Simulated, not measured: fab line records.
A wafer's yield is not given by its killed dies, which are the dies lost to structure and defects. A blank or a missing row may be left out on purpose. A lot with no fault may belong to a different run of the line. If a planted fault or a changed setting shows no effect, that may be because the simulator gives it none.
What tool caused it? / flow n5-finfet / route of 1938 steps, sampled at 1 step: 14 lots, 40 wafers

== WHAT EACH GAUGE READ, for each wafer ==
N5_BEOL_M9_INSPECT_58: inspects for defects (darkfield).
lot=L621; measured=day 9 21:37; on=defect-inspect-02; raw-defect-count=57 46
lot=L623; measured=day 10 07:47; on=defect-inspect-01; raw-defect-count=94 76 107
lot=L624; measured=day 10 11:16; on=defect-inspect-01; raw-defect-count=73 74 89
lot=L625; measured=day 10 17:25; on=defect-inspect-01; raw-defect-count=76 52 78
lot=L626; measured=day 10 19:34; on=defect-inspect-02; raw-defect-count=78 86 101
lot=L628; measured=day 11 11:18; on=defect-inspect-02; raw-defect-count=79 48 78
lot=L631; measured=day 12 07:54; on=defect-inspect-02; raw-defect-count=58 121 75
lot=L630; measured=day 12 08:07; on=defect-inspect-02; raw-defect-count=73 64 50
lot=L638; measured=day 14 02:27; on=defect-inspect-01; raw-defect-count=73 83 71
lot=L640; measured=day 14 23:44; on=defect-inspect-01; raw-defect-count=48 58 55
lot=L641; measured=day 15 00:16; on=defect-inspect-01; raw-defect-count=60 79 111
lot=L639; measured=day 15 00:35; on=defect-inspect-01; raw-defect-count=69 58
lot=L642; measured=day 15 13:07; on=defect-inspect-02; raw-defect-count=81 69 70
lot=L644; measured=day 16 08:01; on=defect-inspect-02; raw-defect-count=60 96 70

== TOOL THAT RAN EACH LOT (tool first, then ch and the chambers of the sampled wafers, then the start) ==
The record holds no process step before these readings.

== AS READ BY THE TOOLS THEMSELVES (means over the sampled wafers that have a number; for cases with no such wafer, the mark the record gives instead) ==
The record holds no such reading with a usual standard deviation.

== THE ANSWER, worked out from the rows above alone ==
Rule: usual is defined by the lots themselves. The widest of any qualifying gaps counts: lots, ordered by their means at a reading, are off when they make up no more than a third of the lots, leave a main group of 4 or more, and stand apart from it by 3 or more times the standard deviation of that group's means. Not used: any main group whose means are identical at the precision the tables above print for the reading. Also off: a lot with no number at a reading for which 4 or more lots have one. Any other lot the step has rows for is counted as sound. After the gauges, taken in route order, come the tools' own readings; for these a lot's mean is taken, as printed above. The first step at which some lot is off is used, and at that step the reading that is off furthest; a lot without a number counts as furthest.
Nothing can be told from this: no lot is off at any reading shown.

== WHAT THE SIMULATOR HAD INSERTED ==
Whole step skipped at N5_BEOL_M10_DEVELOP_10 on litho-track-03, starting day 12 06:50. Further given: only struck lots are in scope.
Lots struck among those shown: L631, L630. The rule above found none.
